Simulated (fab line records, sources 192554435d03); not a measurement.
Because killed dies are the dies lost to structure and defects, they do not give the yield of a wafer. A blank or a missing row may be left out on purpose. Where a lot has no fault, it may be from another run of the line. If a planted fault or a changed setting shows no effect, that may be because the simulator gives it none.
fab line records	flow n5-finfet
[record] lots = 6	wafers = 18	last-day = 18
route steps=1938 shown BEOL_M2@922 BEOL_M3@931 BEOL_M4@1111
lots with no fault: from the same line, run without faults
start-h: the number of hours between the record's first day and the start of the first shown wafer of the lot	wait-h: hours from the lot's prior step to this one	" the same as in the row above	L1.1+2: one row covering several wafers at once	- no value present, or no start provided	* or withheld: withheld	< > ~ a bound
route shown NAME@n: a module of which the file shows steps, and the number in the route of the first	usual: mean and standard deviation over wafers with no fault	same: alike in all rows	chamber/n: place in a boat	sites: readings site by site	_std_site: the values' standard deviation	_edge_site: the outer-site mean with the inner-site mean subtracted	radius-mm: how far each site lies from the wafer's centre	mask NAME#n: copy n	behind: tool/chamber where the wafer was last shaped	hold: cause of the lot's hold/its duration in hours/its outcome	device: the transistor (n, p or np) that didn't switch	end of line: the route-end tests of the same wafers	a step given without rows: its recipe and nothing more	killed: not the wafer's yield, but the dies lost to structure and defects at the first sort	map: dies across one wafer; x = killed, . = not, _ = none there
set.NAME: the setting the step ran with; set.NAME@STEP: the setting that earlier step ran with	model.NAME: the simulator's own value behind a step, which no gauge read
lots seen at some steps along the route; tables by step, rows by wafer
services: when a tool's chamber went out of use (start-h, in hours from the record's first day, below 0 if earlier), for how many hours, and the reason
[[steps]]
[step N5_BEOL_M2_ANNEAL_51]
[recipe] temp-c = 225	time-s = 90	ambient = N2
[usual] wafer_temp_C_max = 226.19/0.24
lot.wafer	tool	chamber	start-h	wait-h	wafer_temp_C_max
L100.1	rtp-anneal-02	0	159.29	0.1	226.55
L100.3	"	0	"	"	226.43
L100.6	"	0	"	"	226.26
L101.2	rtp-anneal-01	0	167.31	0.1	226.20
L101.4	"	0	"	"	225.71
L101.6	"	0	"	"	225.96
L102.3	rtp-anneal-02	0	171.17	0.1	225.77
L102.4	"	0	"	"	225.98
L102.5	"	0	"	"	226.51
L103.1	rtp-anneal-01	0	175.89	0.1	225.92
L103.5	"	0	"	"	226.39
L103.6	"	0	"	"	226.30
L117.1	rtp-anneal-01	0	265.65	0.1	226.24
L117.2	"	0	"	"	226.28
L117.6	"	0	"	"	226.00
L110.4	rtp-anneal-01	0	277.54	0.2	226.19
L110.5	"	0	"	"	225.95
L110.6	"	0	"	"	225.84
[step N5_BEOL_M2_CMP_52]
[recipe] stop-on = SiOC	t-overpolish-s = 6.8	down-force-psi = 1	platen-rpm = 50	clearing-platen-down-force-psi = 1.5	clearing-platen-rpm = 50	post-cmp-clean = cu-alkaline	target-thk-nm = 40	clearing-platen-pad-velocity-m-s = 0.99484	pad-velocity-m-s = 0.99484
[step N5_BEOL_M2_THK_MEAS_53]
[recipe] thk-meas-gauge = xrf	reads = Cu_of_BEOL_M2_ECD_50
[usual] M2_THK = 40.2/1.6
lot.wafer	tool	chamber	start-h	wait-h	M2_THK[nm]
L100.1	film-metro-02	-	159.88	-	38.5
L100.3	"	-	"	"	39.1
L100.6	"	-	"	"	38.3
L101.2	film-metro-02	-	167.86	-	40.3
L101.4	"	-	"	"	38.6
L101.6	"	-	"	"	42.4
L102.3	film-metro-01	-	171.68	-	35.8
L102.4	"	-	"	"	38.9
L102.5	"	-	"	"	40.5
L103.1	film-metro-01	-	176.60	-	42.3
L103.5	"	-	"	"	37.6
L103.6	"	-	"	"	37.4
L117.1	film-metro-01	-	266.24	-	40.3
L117.2	"	-	"	"	40.8
L117.6	"	-	"	"	39.8
L110.4	film-metro-02	-	278.00	-	39.8
L110.5	"	-	"	"	42.6
L110.6	"	-	"	"	40.8
[step N5_BEOL_M2_PRE_CLEAN_60]
[recipe] gas = NH3/H2	time-s = 15	temp-c = *	rf-power-w = 300
[usual] heater-power-w = 77/15
lot.wafer	tool	chamber	start-h	wait-h	heater-power-w
L100.1	cvd-co-02	0	159.92	0.0	96
L100.3	"	1	"	"	91
L100.6	"	2	"	"	60
L101.2	cvd-co-01	2	167.90	0.0	66
L101.4	"	0	"	"	58
L101.6	"	1	"	"	79
L102.3	cvd-co-02	1	171.71	0.0	91
L102.4	"	0	"	"	95
L102.5	"	2	"	"	61
L103.1	cvd-co-02	2	176.79	0.2	61
L103.5	"	1	"	"	92
L103.6	"	2	"	"	60
L117.1	cvd-co-02	2	266.27	0.0	63
L117.2	"	1	"	"	91
L117.6	"	0	"	"	95
L110.4	cvd-co-02	1	278.05	0.1	91
L110.5	"	2	"	"	61
L110.6	"	0	"	"	98
[step N5_BEOL_M2_CO_CAP_55]
[recipe] material = Co	target-thk-a = 20	temp-c = 200	precursor = CCTBA/H2	pressure-torr = 30	time-s = 102.1
[step N5_BEOL_M2_PRE_CLEAN_56]
[recipe] gas = NH3	time-s = 15	temp-c = withheld	rf-power-w = 300
[step N5_BEOL_M2_DEP_57]
[recipe] material = SiCN	target-thk-a = 80	temp-c = withheld	precursor = 3MS/NH3	pressure-torr = 3	rf-w = 202	time-s = 14
[usual] chamber-pressure-Torr = 3.000/0.0068	rf-fwd-power-W = 198.8/1.2	showerhead-plenum-p-Torr = 3.662/0.011	throttle-valve-pct = 9.2/0.4
lot.wafer	tool	chamber	start-h	wait-h	chamber-pressure-Torr	rf-fwd-power-W	showerhead-plenum-p-Torr	throttle-valve-pct
L100.1	pecvd-02	2	160.07	0.0	3.001	198.2	3.657	8.8
L100.3	"	1	"	"	3.007	199.2	3.663	9.2
L100.6	"	2	"	"	3.005	197.8	3.646	8.9
L101.2	pecvd-04	2	168.05	0.0	2.993	199.1	3.648	8.8
L101.4	"	1	"	"	3.007	197.9	3.676	9.0
L101.6	"	0	"	"	3.007	195.9	3.663	9.5
L102.3	pecvd-02	2	171.87	0.0	2.986	199.0	3.656	8.8
L102.4	"	1	"	"	3.008	199.3	3.647	9.4
L102.5	"	0	"	"	2.996	200.3	3.656	9.8
L103.1	pecvd-03	0	176.95	0.0	2.989	197.4	3.675	9.6
L103.5	"	2	"	"	3.007	198.7	3.668	9.5
L103.6	"	0	"	"	2.997	198.3	3.668	9.4
L117.1	pecvd-02	0	266.43	0.0	3.001	200.2	3.655	9.4
L117.2	"	1	"	"	3.004	200.7	3.659	9.3
L117.6	"	0	"	"	2.991	199.5	3.651	9.6
L110.4	pecvd-02	0	278.21	0.0	3.003	200.1	3.654	9.6
L110.5	"	2	"	"	2.999	198.1	3.640	8.8
L110.6	"	1	"	"	2.994	199.6	3.660	9.2
[step N5_BEOL_M2_RS_MEAS_58]
[recipe] thk-meas-gauge = four-point-probe	reads = Co_of_BEOL_M2_CO_CAP_55+Cu_of_BEOL_M2_ECD_50+Co_of_BEOL_M2_CVD_47+TaN_of_BEOL_M2_ALD_84
[usual] M2_RS = 0.67/0.034
lot.wafer	tool	chamber	start-h	wait-h	M2_RS[ohm/sq]
L100.1	film-metro-01	-	160.14	0.0	0.70
L100.3	"	-	"	"	0.70
L100.6	"	-	"	"	0.72
L101.2	film-metro-01	-	168.12	0.1	0.68
L101.4	"	-	"	"	0.72
L101.6	"	-	"	"	0.63
L102.3	film-metro-02	-	171.94	0.1	0.77
L102.4	"	-	"	"	0.70
L102.5	"	-	"	"	0.66
L103.1	film-metro-01	-	177.01	0.0	0.62
L103.5	"	-	"	"	0.72
L103.6	"	-	"	"	0.73
L117.1	film-metro-02	-	266.50	0.0	0.67
L117.2	"	-	"	"	0.66
L117.6	"	-	"	"	0.67
L110.4	film-metro-02	-	278.26	0.0	0.68
L110.5	"	-	"	"	0.63
L110.6	"	-	"	"	0.66
[step N5_BEOL_M2_INSPECT_59]
[recipe] inspect-instrument = darkfield	mode = post-dep
[usual] raw-defect-count = 68/24
lot.wafer	tool	chamber	start-h	wait-h	raw-defect-count
L100.1	defect-inspect-02	-	160.16	0.0	77
L100.3	"	-	"	"	35
L100.6	"	-	"	"	70
L101.2	defect-inspect-02	-	168.15	0.0	42
L101.4	"	-	"	"	53
L101.6	"	-	"	"	44
L102.3	defect-inspect-01	-	171.96	0.0	38
L102.4	"	-	"	"	62
L102.5	"	-	"	"	52
L103.1	defect-inspect-01	-	177.04	0.0	101
L103.5	"	-	"	"	129
L103.6	"	-	"	"	83
L117.1	defect-inspect-02	-	266.52	0.0	57
L117.2	"	-	"	"	35
L117.6	"	-	"	"	40
L110.4	defect-inspect-02	-	278.29	0.0	65
L110.5	"	-	"	"	59
L110.6	"	-	"	"	49
[step N5_BEOL_M3_ILD_DEP_00]
[recipe] material = SiOC	target-thk-a = 790	temp-c = 350	precursor = DEMS/O2	pressure-torr = 5	rf-w = 500	time-s = 15.3
[step N5_BEOL_M3_THK_MEAS_01]
[recipe] reads = SiOC_of_BEOL_M3_ILD_DEP_00
[usual] M3_ILD_THK = 79.0/1
lot.wafer	tool	chamber	start-h	wait-h	M3_ILD_THK[nm]
L100.1	film-metro-02	-	160.27	0.0	77.8
L100.3	"	-	"	"	77.0
L100.6	"	-	"	"	78.6
L101.2	film-metro-01	-	168.25	0.1	77.2
L101.4	"	-	"	"	77.9
L101.6	"	-	"	"	78.9
L102.3	film-metro-01	-	172.07	0.1	79.9
L102.4	"	-	"	"	80.3
L102.5	"	-	"	"	81.3
L103.1	film-metro-01	-	177.14	0.0	78.9
L103.5	"	-	"	"	79.9
L103.6	"	-	"	"	79.9
L117.1	film-metro-02	-	266.63	0.0	78.3
L117.2	"	-	"	"	78.7
L117.6	"	-	"	"	79.6
L110.4	film-metro-02	-	278.39	0.0	78.9
L110.5	"	-	"	"	79.8
L110.6	"	-	"	"	77.8
[step N5_BEOL_M3_PECVD_72]
[recipe] material = SiO2	target-thk-a = 160	temp-c = 400	precursor = TEOS/O2	pressure-torr = 5.5	rf-w = 450	teos-flow-sccm = 53.8	gas = O2	flow-sccm = 3000	time-s = 18
[usual] heater-power-w = 724/100	showerhead-plenum-p-Torr = 8.79/0.065	throttle-valve-pct = 23.0/1.1
lot.wafer	tool	chamber	start-h	wait-h	heater-power-w	showerhead-plenum-p-Torr	throttle-valve-pct
L100.1	pecvd-01	1	160.31	0.0	712	8.79	23.2
L100.3	"	2	"	"	1028	8.63	20.8
L100.6	"	0	"	"	699	8.91	25.6
L101.2	pecvd-04	1	168.29	0.0	696	8.86	22.2
L101.4	"	2	"	"	631	8.73	21.9
L101.6	"	0	"	"	694	8.82	23.2
L102.3	pecvd-03	2	172.10	0.0	740	8.73	22.8
L102.4	"	1	"	"	685	8.76	23.6
L102.5	"	2	"	"	711	8.76	22.6
L103.1	pecvd-03	0	177.18	0.0	744	8.86	23.5
L103.5	"	1	"	"	705	8.78	23.5
L103.6	"	0	"	"	768	8.84	23.3
L117.1	pecvd-01	2	266.67	0.0	1011	8.63	21.1
L117.2	"	0	"	"	794	8.89	25.4
L117.6	"	1	"	"	594	8.79	23.3
L110.4	pecvd-03	1	278.44	0.1	811	8.75	23.4
L110.5	"	2	"	"	812	8.76	22.9
L110.6	"	0	"	"	755	8.86	23.4
[step N5_BEOL_M3_HM_DEP_02]
[recipe] material = TiN	target-thk-a = 200	temp-c = 25	chamber-pressure-pa = 0.49996
[usual] chamber-pressure-pa = 0.5000/0.0011	substrate-temp-c = 25.01/0.1	throttle-valve-pct = 29.8/1.1
lot.wafer	tool	chamber	start-h	wait-h	chamber-pressure-pa	substrate-temp-c	throttle-valve-pct
L100.1	pvd-sputter-03	-	161.65	1.3	0.4999	25.13	28.3
L100.3	"	-	"	"	0.4995	24.93	29.1
L100.6	"	-	"	"	0.4992	24.88	28.8
L101.2	pvd-sputter-01	-	168.63	0.3	-	-	-
L101.4	"	-	"	"	-	-	-
L101.6	"	-	"	"	-	-	-
L102.3	pvd-sputter-03	-	172.86	0.7	-	-	-
L102.4	"	-	"	"	-	-	-
L102.5	"	-	"	"	-	-	-
L103.1	pvd-sputter-03	-	178.64	1.4	0.4994	25.01	28.4
L103.5	"	-	"	"	0.5003	25.28	28.4
L103.6	"	-	"	"	0.5004	25.05	31.1
L117.1	pvd-sputter-02	-	267.37	0.7	0.4994	25.04	30.4
L117.2	"	-	"	"	0.4999	25.16	29.5
L117.6	"	-	"	"	0.4986	24.93	30.4
L110.4	pvd-sputter-02	-	278.79	0.3	0.5001	25.05	28.2
L110.5	"	-	"	"	0.4992	25.15	28.3
L110.6	"	-	"	"	0.4979	25.12	29.3
[step N5_BEOL_M3_COAT_61]
[recipe] resist = SOC	temp-c = 250	time-s = 60	spin-rpm = 1500	resist-thk-nm = 60
[step N5_BEOL_M3_COAT_62]
[recipe] resist = SiARC	temp-c = 220	time-s = 60	spin-rpm = 1500	resist-thk-nm = 12
[step N5_BEOL_M3_COAT_73]
[recipe] resist = underlayer	temp-c = 205	time-s = 60	spin-rpm = 1500	resist-thk-nm = 5
[step N5_BEOL_M3_COAT_05]
[recipe] resist = CAR-EUV	spin-rpm = 1500	resist-thk-nm = 30
[step N5_BEOL_M3_EBR_07]
[recipe] solvent = PGMEA	ebr-width-mm = 1.5
[step N5_BEOL_M3_SOFTBAKE_06]
[recipe] temp-c = 110	time-s = 60	resist = CAR-EUV
[step N5_BEOL_M3_EXPOSE_08]
[recipe] mask-id = M3	na = 0.33	source-shape = dipole	sigma-inner = 0.369	sigma-outer = 0.767	polarization = unpolarized	dose-mj = 33
[step N5_BEOL_M3_PEB_09]
[recipe] peb-temp-c = 100	peb-time-s = 60	resist = CAR-EUV
[step N5_BEOL_M3_DEVELOP_10]
[recipe] develop-time-s = 30	developer = TMAH	resist = CAR-EUV	rinse-liquid = surfactant-rinse	dry = air-spin	dev-temp-c = 23
[step N5_BEOL_M3_CD_MEAS_11]
[recipe] target-cd-nm = 17.05	landing-energy-ev = 500	detector = se-inlens	polarity = opening
[usual] cd-nm = 17.12/0.23
lot.wafer	tool	chamber	start-h	wait-h	cd-nm
L100.1	cd-sem-01	0	162.17	-	17.07
L100.3	"	0	"	"	17.09
L100.6	"	0	"	"	16.76
L101.2	cd-sem-03	0	169.15	-	17.36
L101.4	"	0	"	"	17.07
L101.6	"	0	"	"	17.42
L102.3	cd-sem-02	0	173.38	-	17.33
L102.4	"	0	"	"	17.24
L102.5	"	0	"	"	17.07
L103.1	cd-sem-02	0	179.16	-	17.24
L103.5	"	0	"	"	16.91
L103.6	"	0	"	"	17.30
L117.1	cd-sem-02	0	267.88	-	17.30
L117.2	"	0	"	"	17.28
L117.6	"	0	"	"	17.31
L110.4	cd-sem-02	0	279.19	-	17.01
L110.5	"	0	"	"	17.06
L110.6	"	0	"	"	16.69
[step N5_BEOL_M3_OVL_MEAS_12]
[recipe] points-per-wafer = 522
[usual] M3_OVL = -0.1/0.53
lot.wafer	tool	chamber	start-h	wait-h	M3_OVL[nm]
L100.1	overlay-02	0	162.20	0.0	-0.2
L100.3	"	0	"	"	-0.3
L100.6	"	0	"	"	-0.6
L101.2	overlay-01	0	169.18	0.0	1.2
L101.4	"	0	"	"	0.6
L101.6	"	0	"	"	0.8
L102.3	overlay-01	0	173.42	0.0	0.5
L102.4	"	0	"	"	0.0
L102.5	"	0	"	"	0.8
L103.1	overlay-02	0	179.19	0.0	1.0
L103.5	"	0	"	"	0.9
L103.6	"	0	"	"	0.3
L117.1	overlay-02	0	267.92	0.0	1.0
L117.2	"	0	"	"	0.1
L117.6	"	0	"	"	0.1
L110.4	overlay-01	0	279.23	0.0	0.1
L110.5	"	0	"	"	-0.3
L110.6	"	0	"	"	0.2
[step N5_BEOL_M3_INSPECT_13]
[recipe] mode = adi	inspect-instrument = brightfield
[usual] raw-defect-count = 389/85
lot.wafer	tool	chamber	start-h	wait-h	raw-defect-count
L100.1	defect-inspect-01	-	162.26	0.1	378
L100.3	"	-	"	"	570
L100.6	"	-	"	"	447
L101.2	defect-inspect-01	-	169.23	0.0	216
L101.4	"	-	"	"	157
L101.6	"	-	"	"	136
L102.3	defect-inspect-01	-	173.47	0.0	184
L102.4	"	-	"	"	246
L102.5	"	-	"	"	212
L103.1	defect-inspect-01	-	179.25	0.1	525
L103.5	"	-	"	"	531
L103.6	"	-	"	"	550
L117.1	defect-inspect-02	-	267.97	0.1	306
L117.2	"	-	"	"	364
L117.6	"	-	"	"	343
L110.4	defect-inspect-01	-	279.27	0.0	423
L110.5	"	-	"	"	310
L110.6	"	-	"	"	330
[step N5_BEOL_M3_DESCUM_16]
[recipe] chemistry = O2	time-s = 7	source-power-w = 50	bias-power-w = 20	pressure-mtorr = 20	rf-frequency-hz = 2.712e+07	temp-c = 40	resist = CAR-EUV	o2-flow-sccm = 225
[step N5_BEOL_M3_ETCH_74]
[recipe] chemistry = N2/H2	target = underlayer	target-depth-a = 65	mask-material = CAR-EUV	time-s = 5.2	ion-energy-ev = 200	pressure-mtorr = 30	source-w = 840	bias-w = 150	n2-flow-sccm = 200	h2-flow-sccm = 200	ends = cleared
[step N5_BEOL_M3_ETCH_63]
[recipe] chemistry = CF4	target = SiARC	target-depth-a = 156	mask-material = CAR-EUV	time-s = 26	ion-energy-ev = 80	pressure-mtorr = 40	source-w = 545	bias-w = 36	Ar_flow_sccm = 100	cf4-flow-sccm = 100	ends = cleared
[usual] bias-w = 35.98/0.1	drypump-motor-current-A = 5.5/0.66	etch-rf-on-time-s = 26.1/0.54	oes-product-au = 0.64/0.068	rf-vpp-V = 184.2/1.1	showerhead-plenum-p-Torr = 2.16/0.067	throttle-valve-pct = 15.78/0.21
lot.wafer	tool	chamber	start-h	wait-h	bias-w	drypump-motor-current-A	etch-rf-on-time-s	oes-product-au	rf-hours-counter-h	rf-vpp-V	showerhead-plenum-p-Torr	throttle-valve-pct
L100.1	rie-diel-01	3	162.35	0.0	35.88	4.7	26.0	0.61	219	183.2	2.11	15.89
L100.3	"	2	"	"	36.05	5.5	26.7	0.65	144	182.5	2.15	15.83
L100.6	"	0	"	"	36.06	5.0	26.2	0.65	-	184.1	2.23	15.90
L101.2	rie-diel-05	3	169.89	0.0	35.99	4.9	25.8	0.79	14	184.0	2.27	15.52
L101.4	"	3	"	"	36.04	4.9	25.9	0.80	-	185.4	2.27	15.52
L101.6	"	0	"	"	36.01	6.7	25.8	0.60	-	182.5	2.04	16.02
L102.3	rie-diel-05	1	173.68	0.0	36.06	6.7	26.3	0.63	157	183.4	2.06	15.75
L102.4	"	0	"	"	36.11	6.7	25.7	0.60	-	181.9	2.04	16.03
L102.5	"	3	"	"	35.92	4.9	25.8	0.79	-	185.1	2.27	15.53
L103.1	rie-diel-01	0	180.26	0.0	35.99	5.0	26.6	0.64	159	183.0	2.23	15.91
L103.5	"	1	"	"	36.06	5.2	26.0	0.59	-	184.8	2.21	15.68
L103.6	"	2	"	"	35.99	5.6	26.9	0.64	-	182.7	2.14	15.84
L117.1	rie-diel-01	2	268.06	0.0	35.94	5.5	26.4	0.63	182	184.2	2.13	15.92
L117.2	"	0	"	"	36.06	5.0	25.9	0.63	190	185.5	2.22	15.95
L117.6	"	2	"	"	36.03	5.6	26.2	0.63	-	184.1	2.13	15.91
L110.4	rie-diel-06	3	279.36	0.0	36.14	5.4	25.8	0.61	202	184.7	2.13	15.79
L110.5	"	2	"	"	36.14	6.5	26.0	0.73	-	183.4	2.10	15.27
L110.6	"	3	"	"	36.10	5.4	25.5	0.62	-	182.5	2.13	15.77
[step N5_BEOL_M3_ETCH_64]
[recipe] chemistry = N2/H2	target = SOC	target-depth-a = 750	overetch-a = 150	mask-material = SiARC	temp-c = 40	time-s = 112.5	ion-energy-ev = 200	pressure-mtorr = 30	source-w = 840	bias-w = 150	n2-flow-sccm = 200	h2-flow-sccm = 200
[step N5_BEOL_M3_STRIP_65]
[recipe] chemistry = N2/H2	temp-c = 40	n2-flow-sccm = 200	h2-flow-sccm = 200	rf-frequency-hz = 6e+07
[step N5_BEOL_M3_STRIP_75]
[recipe] chemistry = N2/H2	temp-c = 40	n2-flow-sccm = 200	h2-flow-sccm = 200	rf-frequency-hz = 6e+07
[step N5_BEOL_M3_STRIP_66]
[recipe] chemistry = CF4	resist = SiARC	power-w = 300	bias-power-w = 75	pressure-mtorr = 50	cf4-flow-sccm = 150	rf-frequency-hz = 6e+07
[step N5_BEOL_M3_HM_OPEN_17]
[recipe] chemistry = Cl2/BCl3	target-depth-a = 200	overetch-a = 60	target = TiN	mask-material = SOC	ion-energy-ev = 150	pressure-mtorr = 10	icp-w = 1000	bias-w = 126	Cl2_flow_sccm = 53.25	bcl3-flow-sccm = 21.75	Ar_flow_sccm = 25
[usual] bias-w = 126.0/0.4	drypump-motor-current-A = 5.8/0.33	oes-product-au = 0.69/0.092	throttle-valve-pct = 22.12/0.23
lot.wafer	tool	chamber	start-h	wait-h	bias-w	drypump-motor-current-A	oes-product-au	rf-hours-counter-h	throttle-valve-pct	model.etch.depth-nm
L100.1	rie-metal-02	0	162.55	0.0	126.7	5.9	0.69	30	21.66	20.12
L100.3	"	1	"	"	125.3	5.6	0.77	-	22.03	20.24
L100.6	"	1	"	"	126.3	5.7	0.77	-	22.00	20.21
L101.2	rie-metal-03	1	170.08	0.0	125.2	6.1	0.22	127	22.96	0
L101.4	"	1	"	"	126.1	6.2	0.22	-	22.95	0
L101.6	"	0	"	"	126.3	6.0	0.33	-	22.79	0
L102.3	rie-metal-03	1	173.90	0.1	125.5	6.2	0.21	-	22.96	0
L102.4	"	0	"	"	126.6	6.0	0.33	-	22.79	0
L102.5	"	0	"	"	126.2	6.0	0.33	-	22.78	0
L103.1	rie-metal-01	0	180.46	0.0	125.7	5.8	0.53	124	22.58	20.25
L103.5	"	1	"	"	126.6	5.1	0.69	-	22.10	20.35
L103.6	"	0	"	"	125.9	5.8	0.52	-	22.57	20.2
L117.1	rie-metal-03	0	268.26	0.0	126.4	6.0	0.70	28	22.16	19.81
L117.2	"	1	"	"	125.7	6.2	0.80	3	22.03	19.7
L117.6	"	0	"	"	125.9	6.0	0.70	-	22.17	19.74
L110.4	rie-metal-01	0	279.58	0.1	126.1	5.8	0.79	-	22.25	20.42
L110.5	"	0	"	"	125.5	5.8	0.79	-	22.23	20.42
L110.6	"	1	"	"	126.1	5.2	0.66	-	22.10	20.21
[step N5_BEOL_M3_STRIP_19]
[recipe] chemistry = O2	power-w = 400	temp-c = 40	pressure-mtorr = 30	rf-frequency-hz = 6e+07	bias-power-w = 0	overash-fraction = 0.2	o2-flow-sccm = 225
[step N5_BEOL_M3_CD_MEAS_18]
[recipe] pitch-nm = 36	target-cd-nm = 18
[usual] cd-nm = 18.1/0.38
lot.wafer	tool	chamber	start-h	wait-h	cd-nm
L100.1	cd-sem-02	-	162.73	0.1	18.1
L100.3	"	-	"	"	18.0
L100.6	"	-	"	"	17.6
L101.2	cd-sem-01	-	170.27	0.1	-
L101.4	"	-	"	"	-
L101.6	"	-	"	"	-
L102.3	cd-sem-01	-	174.06	0.1	-
L102.4	"	-	"	"	-
L102.5	"	-	"	"	-
L103.1	cd-sem-02	-	181.03	0.0	17.7
L103.5	"	-	"	"	17.8
L103.6	"	-	"	"	17.3
L117.1	cd-sem-03	-	268.44	0.0	18.1
L117.2	"	-	"	"	18.9
L117.6	"	-	"	"	18.4
L110.4	cd-sem-01	-	279.74	0.1	17.8
L110.5	"	-	"	"	18.0
L110.6	"	-	"	"	17.7
[step N5_BEOL_M3_COAT_67]
[recipe] resist = SOC	temp-c = 250	time-s = 60	spin-rpm = 1500	resist-thk-nm = 60
[step N5_BEOL_M4_RC_MEAS_101]
[usual] DIBL_N = 36.3/1.9	DIBL_P = 36.0/2.1	IOFF_N = 0.16/0.031	IOFF_P = 0.21/0.035	ION_N = 675/14	ION_P = 464/8.5	SS_N = 71.5/0.6	SS_P = 73.3/0.72	VT_N = 250/3.2	VT_P = -250/3.1
lot.wafer	tool	chamber	start-h	wait-h	DIBL_N[mV/V]	DIBL_P[mV/V]	IOFF_N[nA/um]	IOFF_P[nA/um]	ION_N[uA/um]	ION_P[uA/um]	SS_N[mV/dec]	SS_P[mV/dec]	VT_N[mV]	VT_P[mV]
L100.1	prober-01	0	182.85	0.0	37.0	39.3	0.19	0.24	691	469	71.5	75.0	243	-250
L100.3	"	0	"	"	39.5	42.1	0.25	0.29	700	472	72.5	74.8	242	-249
L100.6	"	0	"	"	35.5	37.8	0.18	0.22	704	483	70.8	73.7	244	-250
L103.1	prober-02	0	198.27	0.0	38.9	37.7	0.18	0.23	687	463	71.9	73.9	248	-250
L103.5	"	0	"	"	38.9	38.4	0.19	0.24	706	476	71.7	74.3	250	-250
L103.6	"	0	"	"	37.5	36.1	0.18	0.20	678	467	71.7	73.4	248	-249
L117.1	prober-01	0	289.37	0.0	38.2	40.3	0.19	0.22	681	458	71.8	74.0	248	-253
L117.2	"	0	"	"	36.4	38.6	0.17	0.20	702	473	72.0	73.6	248	-253
L117.6	"	0	"	"	36.3	37.3	0.16	0.18	688	464	71.4	73.4	247	-255
L110.4	prober-02	0	320.52	0.5	36.7	36.3	0.15	0.21	676	460	72.0	73.5	252	-249
L110.5	"	0	"	"	36.8	37.2	0.16	0.22	674	461	71.2	73.9	251	-254
L110.6	"	0	"	"	34.8	34.3	0.12	0.18	658	454	71.0	72.8	255	-253
[[services]]
tool	chamber	start-h	hours	kind
rie-metal-01	1	141.82	15.0	repair
rie-metal-02	-	144.10	1.1	repair
pecvd-03	2	145.82	5.5	scheduled-down
pecvd-02	-	153.90	0.6	repair
pecvd-01	-	157.17	2.1	repair
pecvd-03	0	158.99	5.5	scheduled-down
rie-metal-02	-	165.01	0.2	repair
rie-diel-05	2	167.42	14.2	repair
rie-diel-06	-	168.33	28.1	pm
cvd-co-01	-	177.96	0.5	repair
cvd-co-02	-	180.74	0.7	repair
pecvd-02	-	191.55	2.8	pm
rie-metal-03	1	192.54	5.3	repair
rie-metal-03	-	204.44	0.5	repair
rie-metal-02	-	205.98	2.8	pm
pecvd-03	1	210.14	2.1	scheduled-down
cvd-co-01	0	228.17	7.7	repair
pecvd-02	0	231.36	2.1	scheduled-down
pecvd-02	1	236.93	5.5	scheduled-down
rie-metal-02	1	239.77	14.1	repair
rie-metal-02	0	252.88	2.0	repair
rie-diel-05	-	253.99	4.3	pm
pecvd-03	0	263.54	-	calibration
pvd-sputter-01	-	273.00	6.9	repair
[[key]]
[first-sign] step = N5_BEOL_M3_HM_DEP_02	reading = tool-record	direction = missing
[effect] step = N5_BEOL_M3_HM_OPEN_17	reading = oes-product-au	direction = down	sigmas = 4.6	usual = 0.69	struck = 0.27
[effect] step = N5_BEOL_M3_CD_MEAS_18	reading = cd-nm	direction = missing
[model-effect] step = N5_BEOL_M3_HM_OPEN_17	value = etch.depth-nm	without = 20.18	struck = 0
met-at N5_BEOL_M3_HM_DEP_02
struck-wafers L101.2,L101.4,L101.6,L102.3,L102.4,L102.5
later-rows-left-out L101.2,L101.4,L101.6,L102.3,L102.4,L102.5
sort-left-out L101.2,L101.4,L101.6,L102.3,L102.4,L102.5
onset-between 161.65 168.63
[fault] kind = skipped-step-whole	tool = pvd-sputter-01,pvd-sputter-03	chamber = -	onset-h = 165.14	steps = N5_BEOL_M3_HM_DEP_02	scope = struck-lots-only
// sort-left-out: the simulated sort isn't trusted on such a fault, so these wafers' sort isn't shown, and their yield isn't known
// later-rows-left-out: the simulator's readings of these wafers behind a module that went badly wrong aren't trusted and aren't shown, but for the sort
